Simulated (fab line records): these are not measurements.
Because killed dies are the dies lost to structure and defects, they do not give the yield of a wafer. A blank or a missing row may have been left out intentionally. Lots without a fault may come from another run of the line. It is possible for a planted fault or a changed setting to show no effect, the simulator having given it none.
Which of the tools did it?	flow nand_harc	13 lots with 39 wafers sampled at 5 steps, on a route of 1159 steps

== WHAT THE GAUGES READ, wafer by wafer ==
NHARC_END_SORT_01.
lot	measured	on	defect_limited_yield (%)	killed_at_array	killed_at_other	killed_at_periphery	killed_dies	killed_open	killed_short	sort_bin_2_pct (%)	sort_bin_3_pct (%)	sort_bin_4_pct (%)	sort_n_pass	sort_rim_yield_pct (%)	sort_yield_pct (%)
L868	day 20 08:23	prober-01	16.0 17.6 19.6	568 552 537	0 1 0	1 5 7	569 558 544	0 3 4	0 2 2	38.8 35.0 35.6	7.83 9.01 8.42	37.4 38.4 36.3	108 119 133	18.9 20.8 17.9	16.0 17.6 19.6
L869	day 20 01:16	prober-02	16.7 18.6 16.2	562 549 565	0 0 0	2 2 2	564 551 567	2 2 1	0 0 1	36.5 37.4 34.3	9.90 8.86 10.04	36.9 35.2 39.4	113 126 110	15.1 18.9 11.3	16.7 18.6 16.2
L873	day 22 01:18	prober-01	95.3	29	3	0	32	2	1	2.7	0.30	1.8	645	98.1	95.3

== EACH LOT AND THE TOOL THAT RAN IT (in order: tool; ch and the chambers of the sampled wafers; start) ==
lot	NHARC_A_M1_ECD_22	NHARC_THIN_TSV_ETCH_44	NHARC_THIN_TSV_PRE_CLEAN_50	NHARC_THIN_TSV_PRE_CLEAN_54
L864	ecd_cu-02 ch 0,1, day 17 10:40	rie_diel-01 ch 0,2,3, day 18 06:16	pvd_sputter-03, day 18 11:07 or earlier	pvd_sputter-01, day 18 11:07
L866	ecd_cu-02 ch 0,1, day 18 02:55	rie_diel-03 ch 0,3, day 18 21:12	pvd_sputter-01, day 19 01:47 or earlier	pvd_sputter-03, day 19 01:47
L865	ecd_cu-01 ch 0, day 18 03:52	rie_diel-03 ch 0,2, day 19 03:59	pvd_sputter-03, day 19 08:38 or earlier	pvd_sputter-03, day 19 08:38
L867	ecd_cu-02 ch 1, day 18 06:14	rie_diel-03 ch 0,3, day 19 02:50	pvd_sputter-02, day 19 07:22 or earlier	pvd_sputter-01, day 19 07:22
L868	ecd_cu-02 ch 0,1, day 18 11:16	rie_diel-03 ch 0,2,3, day 19 10:53	pvd_sputter-01, day 19 15:25 or earlier	pvd_sputter-03, day 19 15:25
L869	ecd_cu-02 ch 0,1, day 18 16:34	rie_diel-03 ch 0,1,3, day 19 11:58	pvd_sputter-01, day 19 16:34 or earlier	pvd_sputter-03, day 19 16:34
L873	ecd_cu-01 ch 0,1, day 20 08:33	rie_diel-03 ch 1,2,3, day 21 10:29	pvd_sputter-03, day 21 15:14 or earlier	pvd_sputter-02, day 21 15:14
L878	ecd_cu-02 ch 1, day 21 21:14	rie_diel-01 ch 1,2,3, day 22 15:59	pvd_sputter-03, day 22 20:32 or earlier	pvd_sputter-03, day 22 20:32
L881	ecd_cu-01 ch 0,1, day 21 22:29	rie_diel-01 ch 0,1,3, day 22 18:26	pvd_sputter-02, day 22 23:03 or earlier	pvd_sputter-03, day 22 23:03
L882	ecd_cu-01 ch 0,1, day 22 16:10	rie_diel-01 ch 0,1,3, day 23 12:38	pvd_sputter-02, day 23 17:14 or earlier	pvd_sputter-01, day 23 17:14
L883	ecd_cu-02 ch 0,1, day 22 16:13	rie_diel-01 ch 0,1,3, day 23 13:42	pvd_sputter-03, day 23 18:34 or earlier	pvd_sputter-02, day 23 18:34
L886	ecd_cu-01 ch 0,1, day 23 05:51	rie_diel-03 ch 0,1,2, day 24 02:25	pvd_sputter-03, day 24 07:04 or earlier	pvd_sputter-02, day 24 07:04
L887	ecd_cu-01 ch 0,1, day 23 15:44	rie_diel-01 ch 1,2, day 24 11:14	pvd_sputter-03, day 24 16:04 or earlier	pvd_sputter-02, day 24 16:04
- NHARC_A_M1_ECD_22: material Cu, target thk 400 nm.
- NHARC_THIN_TSV_ETCH_44: etches the open film in CF4/O2, target depth 1594.2 nm, time 797.1 s.
- NHARC_THIN_TSV_PRE_CLEAN_50: time 30 s.
- NHARC_THIN_TSV_PRE_CLEAN_54: time 30 s.

== WHAT THE TOOLS THEMSELVES READ (means of the sampled wafers that have a number; where no wafer has one, the mark that the record gives instead) ==
NHARC_THIN_TSV_ETCH_44.
lot	tool	drypump_motor_current_A (A)	oes_product_au (a.u.)	rf_vpp_V (V)	showerhead_plenum_p_Torr (Torr)	throttle_valve_pct (%)
L864	rie_diel-01	5.6	0.998	792	1.79	16.916
L866	rie_diel-03	5.5	1.003	791	1.79	16.917
L865	rie_diel-03	5.7	1.004	790	1.78	16.918
L867	rie_diel-03	5.4	1.010	796	1.86	16.913
L868	rie_diel-03	5.6	1.002	795	1.85	16.916
L869	rie_diel-03	5.7	1.002	792	1.79	16.914
L873	rie_diel-03	5.8	1.008	796	1.86	16.922
L878	rie_diel-01	5.7	1.003	793	1.81	16.912
L881	rie_diel-01	5.8	0.999	788	1.75	16.909
L882	rie_diel-01	5.8	1.006	789	1.75	16.924
L883	rie_diel-01	5.8	0.997	789	1.75	16.908
L886	rie_diel-03	5.9	1.000	791	1.79	16.921
L887	rie_diel-01	5.1	0.993	795	1.86	16.909

NHARC_THIN_TSV_PRE_CLEAN_50.
lot	tool	heater_power_w (W)
L864	pvd_sputter-03	457
L866	pvd_sputter-01	390
L865	pvd_sputter-03	462
L867	pvd_sputter-02	404
L868	pvd_sputter-01	413
L869	pvd_sputter-01	406
L873	pvd_sputter-03	454
L878	pvd_sputter-03	457
L881	pvd_sputter-02	407
L882	pvd_sputter-02	393
L883	pvd_sputter-03	448
L886	pvd_sputter-03	448
L887	pvd_sputter-03	451

NHARC_THIN_TSV_PRE_CLEAN_54.
lot	tool	heater_power_w (W)
L864	pvd_sputter-01	397
L866	pvd_sputter-03	458
L865	pvd_sputter-03	464
L867	pvd_sputter-01	398
L868	pvd_sputter-03	452
L869	pvd_sputter-03	450
L873	pvd_sputter-02	401
L878	pvd_sputter-03	442
L881	pvd_sputter-03	455
L882	pvd_sputter-01	410
L883	pvd_sputter-02	401
L886	pvd_sputter-02	392
L887	pvd_sputter-02	400

== THE ANSWER, worked out from the rows above alone ==
Rule: what is usual is taken from the lots themselves. Put in order of their means at a reading, lots are off if they are a third of the lots or fewer, leave a main group of 4 or more, and stand apart from it by a gap of 3 or more times the standard deviation of the main group's means; of several such gaps the widest counts. Not used: any main group whose means are identical at the precision the tables above print for the reading. A lot without any number at a reading at which 4 lots or more have one is off too. The other lots that the step has rows for count as sound. After the gauges, taken in route order, come the tools' own readings; for these a lot's mean is taken, as printed above. At the first step where some lot is off, the reading lying furthest off is the one used; lots without a number count as furthest.
No lot is off at any reading shown: from this, nothing can be told.

== WHAT WAS PUT IN BY THE SIMULATOR ==
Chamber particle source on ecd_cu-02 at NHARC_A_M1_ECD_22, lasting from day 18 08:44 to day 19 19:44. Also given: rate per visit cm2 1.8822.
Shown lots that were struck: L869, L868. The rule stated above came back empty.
